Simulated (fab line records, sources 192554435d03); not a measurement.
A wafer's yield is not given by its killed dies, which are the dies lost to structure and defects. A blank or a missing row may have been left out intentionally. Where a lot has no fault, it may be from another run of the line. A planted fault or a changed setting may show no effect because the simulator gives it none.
What tool caused it? ; flow n5-finfet ; Sampling: 23 lots, 69 wafers, 4 of 1938 route steps

== WHAT EACH GAUGE READ, for each wafer ==
N5_BEOL_M10_CD_MEAS_28 targets a cd of 70 nm.
lot;measured;on;cd-nm (nm)
L075;day 10 20:01;cd-sem-02;70.8 68.9 70.5
L077;day 11 00:59;cd-sem-02;71.2 70.7 71.9
L078;day 11 00:57;cd-sem-01;69.5 69.6 69.2
L076;day 11 01:02;cd-sem-02;70.2 69.8 70.3
L079;day 11 17:16;cd-sem-01;69.9 68.8 69.1
L080;day 11 20:16;cd-sem-01;70.8 69.0 69.8
L081;day 11 20:05;cd-sem-02;70.2 69.6 70.4
L082;day 12 07:26;cd-sem-01;67.9 68.1 68.7
L084;day 12 16:45;cd-sem-02;71.2 71.0 71.1
L083;day 13 00:24;cd-sem-02;70.8 69.8 69.6
L085;day 13 09:57;cd-sem-02;66.6 68.1 65.8
L088;day 13 21:58;cd-sem-01;69.8 71.4 70.5
L087;day 14 01:07;cd-sem-03;69.1 69.0 69.9
L086;day 14 00:58;cd-sem-02;68.9 70.2 68.2
L089;day 14 03:41;cd-sem-02;70.9 70.8 71.2
L090;day 14 06:52;cd-sem-01;69.0 69.5 69.4
L092;day 14 08:50;cd-sem-01;69.3 67.2 70.0
L091;day 14 19:33;cd-sem-03;68.4 69.5 69.5
L093;day 15 01:49;cd-sem-02;68.8 68.7 69.2
L094;day 15 17:09;cd-sem-01;71.0 71.2 70.3
L095;day 15 20:14;cd-sem-01;67.7 67.4 68.8
L097;day 15 20:24;cd-sem-03;71.2 70.4 68.9
L096;day 16 02:31;cd-sem-02;70.4 70.0 70.4

== WHAT TOOL EACH LOT RAN ON (gives the tool, then ch and the chambers of the sampled wafers, and finally the start) ==
lot;N5_BEOL_M9_ANNEAL_51;N5_BEOL_M10_CURE_71;N5_BEOL_M10_STRIP_67
L075;rtp-anneal-01 ch 0, day 10 13:52;uv-cure-01 ch 1, day 10 14:59;rie-diel-02 ch 0,2, day 10 17:25
L077;rtp-anneal-01 ch 0, day 10 16:12;uv-cure-03 ch 1, day 10 17:17;rie-diel-01 ch 0,1,3, day 10 21:34
L078;rtp-anneal-02 ch 0, day 10 16:46;uv-cure-01 ch 2, day 10 17:44;rie-diel-02 ch 2,3, day 10 21:44
L076;rtp-anneal-02 ch 0, day 10 18:38;uv-cure-03 ch 2, day 10 19:34;rie-diel-06 ch 1,2,3, day 10 22:27
L079;rtp-anneal-01 ch 0, day 11 11:47;uv-cure-03 ch 1, day 11 12:41;rie-diel-01 ch 0,1,3, day 11 15:15
L080;rtp-anneal-01 ch 0, day 11 15:13;uv-cure-01 ch 0, day 11 16:18;rie-diel-01 ch 0,1,3, day 11 18:38
L081;rtp-anneal-01 ch 0, day 11 16:19;uv-cure-03 ch 2, day 11 17:14;rie-diel-01 ch 0,1,3, day 11 19:10
L082;rtp-anneal-02 ch 0, day 11 22:45;uv-cure-03 ch 2, day 11 23:41;rie-diel-02 ch 0,1, day 12 04:02
L084;rtp-anneal-01 ch 0, day 12 10:05;uv-cure-02 ch 2, day 12 11:16;rie-diel-01 ch 1,2,3, day 12 14:41
L083;rtp-anneal-02 ch 0, day 12 20:06;uv-cure-02 ch 0, day 12 20:59;rie-diel-01 ch 0,1, day 12 23:44
L085;rtp-anneal-01 ch 0, day 13 05:41;uv-cure-03 ch 1, day 13 06:38;rie-diel-01 ch 1,2,3, day 13 08:46
L088;rtp-anneal-01 ch 0, day 13 16:18;uv-cure-03 ch 0, day 13 17:11;rie-diel-01 ch 1,2, day 13 19:45
L087;rtp-anneal-02 ch 0, day 13 18:46;uv-cure-03 ch 1, day 13 19:40;rie-diel-06 ch 0,1,2, day 13 22:55
L086;rtp-anneal-01 ch 0, day 13 18:55;uv-cure-02 ch 0, day 13 19:50;rie-diel-06 ch 0,1,2, day 13 23:10
L089;rtp-anneal-02 ch 0, day 13 22:07;uv-cure-02 ch 0, day 13 22:59;rie-diel-02 ch 2,3, day 14 03:04
L090;rtp-anneal-02 ch 0, day 14 03:08;uv-cure-01 ch 2, day 14 04:00;rie-diel-01 ch 1,3, day 14 06:06
L092;rtp-anneal-01 ch 0, day 14 03:23;uv-cure-03 ch 1, day 14 04:22;rie-diel-02 ch 1,3, day 14 08:12
L091;rtp-anneal-01 ch 0, day 14 14:11;uv-cure-03 ch 2, day 14 15:04;rie-diel-01 ch 0,2,3, day 14 18:09
L093;rtp-anneal-02 ch 0, day 14 21:55;uv-cure-01 ch 1, day 14 22:50;rie-diel-02 ch 1,2, day 15 01:18
L094;rtp-anneal-02 ch 0, day 15 12:22;uv-cure-03 ch 2, day 15 13:16;rie-diel-02 ch 1,2, day 15 16:31
L095;rtp-anneal-02 ch 0, day 15 13:13;uv-cure-01 ch 0, day 15 14:20;rie-diel-01 ch 0,1,2, day 15 17:46
L097;rtp-anneal-01 ch 0, day 15 16:54;uv-cure-01 ch 1, day 15 17:49;rie-diel-06 ch 1,2, day 15 19:27
L096;rtp-anneal-01 ch 0, day 15 21:17;uv-cure-02 ch 0, day 15 22:23;rie-diel-01 ch 0,1,3, day 16 01:28
- N5_BEOL_M9_ANNEAL_51: time 90 s.
- N5_BEOL_M10_CURE_71: cures SiCOH lowk, time 240 s.
- N5_BEOL_M10_STRIP_67: strips in CF4.

== AS READ BY THE TOOLS THEMSELVES (means over the sampled wafers that have a number; for cases with no such wafer, the mark the record gives instead) ==
N5_BEOL_M9_ANNEAL_51.
lot;tool;anneal-temp-c (C);wafer_temp_C_max
L075;rtp-anneal-01;224.91;225.75
L077;rtp-anneal-01;225.16;225.86
L078;rtp-anneal-02;224.91;225.61
L076;rtp-anneal-02;224.89;225.71
L079;rtp-anneal-01;224.85;225.51
L080;rtp-anneal-01;225.11;225.68
L081;rtp-anneal-01;224.94;225.72
L082;rtp-anneal-02;225.17;225.49
L084;rtp-anneal-01;225.11;225.40
L083;rtp-anneal-02;225.08;225.69
L085;rtp-anneal-01;225.13;225.64
L088;rtp-anneal-01;225.26;225.90
L087;rtp-anneal-02;225.07;225.50
L086;rtp-anneal-01;225.16;225.49
L089;rtp-anneal-02;224.89;225.52
L090;rtp-anneal-02;224.93;225.52
L092;rtp-anneal-01;224.88;225.23
L091;rtp-anneal-01;224.99;225.55
L093;rtp-anneal-02;224.68;225.66
L094;rtp-anneal-02;224.92;225.72
L095;rtp-anneal-02;225.06;225.71
L097;rtp-anneal-01;225.00;225.45
L096;rtp-anneal-01;225.14;225.47

N5_BEOL_M10_CURE_71.
lot;tool;lamp-power-pct (%);wafer_temp_C_max
L075;uv-cure-01;52.39;386.5
L077;uv-cure-03;52.30;387.2
L078;uv-cure-01;52.29;386.1
L076;uv-cure-03;52.33;387.0
L079;uv-cure-03;52.34;386.7
L080;uv-cure-01;52.28;386.7
L081;uv-cure-03;52.32;386.6
L082;uv-cure-03;52.27;387.3
L084;uv-cure-02;52.24;386.2
L083;uv-cure-02;52.33;386.5
L085;uv-cure-03;52.36;387.1
L088;uv-cure-03;52.37;387.0
L087;uv-cure-03;52.36;387.0
L086;uv-cure-02;52.31;387.0
L089;uv-cure-02;52.35;386.8
L090;uv-cure-01;52.28;386.7
L092;uv-cure-03;52.34;387.1
L091;uv-cure-03;52.34;386.5
L093;uv-cure-01;52.29;386.3
L094;uv-cure-03;52.36;387.4
L095;uv-cure-01;52.30;387.1
L097;uv-cure-01;52.32;386.7
L096;uv-cure-02;52.33;387.4

N5_BEOL_M10_STRIP_67.
lot;tool;drypump-motor-current-A (A);oes-product-au (a.u.);power-w (W);rf-vpp-V (V);showerhead-plenum-p-Torr (Torr);throttle-valve-pct (%)
L075;rie-diel-02;6.1;0.85;300.8;272.3;1.80;13.21
L077;rie-diel-01;5.8;0.86;300.7;272.2;1.85;13.48
L078;rie-diel-02;5.7;0.86;299.8;271.2;1.82;13.13
L076;rie-diel-06;5.9;0.80;300.6;270.6;1.78;13.69
L079;rie-diel-01;5.8;0.85;299.9;272.3;1.85;13.48
L080;rie-diel-01;5.8;0.85;299.9;272.6;1.85;13.48
L081;rie-diel-01;5.8;0.85;299.7;272.6;1.85;13.49
L082;rie-diel-02;5.7;0.74;299.6;271.7;1.83;13.87
L084;rie-diel-01;5.8;0.90;299.4;271.0;1.82;13.41
L083;rie-diel-01;6.0;0.83;299.3;272.0;1.84;13.45
L085;rie-diel-01;5.8;0.88;299.4;271.2;1.82;13.41
L088;rie-diel-01;5.9;0.92;299.6;272.1;1.79;13.27
L087;rie-diel-06;6.1;0.83;300.2;270.3;1.77;13.62
L086;rie-diel-06;6.1;0.83;299.5;270.5;1.77;13.60
L089;rie-diel-02;5.8;0.82;299.6;271.5;1.81;13.21
L090;rie-diel-01;5.6;0.82;300.2;271.8;1.85;13.61
L092;rie-diel-02;5.5;0.93;299.8;272.5;1.84;13.46
L091;rie-diel-01;5.7;0.84;300.4;271.7;1.87;13.53
L093;rie-diel-02;5.7;0.90;299.2;272.8;1.82;13.50
L094;rie-diel-02;5.7;0.89;299.7;272.1;1.82;13.50
L095;rie-diel-01;6.0;0.85;300.1;271.7;1.81;13.41
L097;rie-diel-06;6.2;0.82;300.1;271.2;1.79;13.67
L096;rie-diel-01;5.8;0.80;299.9;272.0;1.84;13.58

== THE ANSWER, worked out from the rows above alone ==
Rule: the usual values come from the lots themselves. Put in order of their means at a reading, lots are off if they are a third of the lots or fewer, leave a main group of 4 or more, and stand apart from it by a gap of 3 or more times the standard deviation of the main group's means; of several such gaps the widest counts. A main group whose means are all the same, to the digits that the tables above print for the reading, isn't used. A lot without any number at a reading at which 4 lots or more have one is off too. All remaining lots with rows at the step are treated as sound. First the gauges in route order, then the tools' own readings, where a lot's mean is used as printed above. The first step at which some lot is off is used, and at that step the reading that is off furthest; a lot without a number counts as furthest.
Nothing can be told from this: no lot is off at any reading shown.

== WHAT THE SIMULATOR HAD INSERTED ==
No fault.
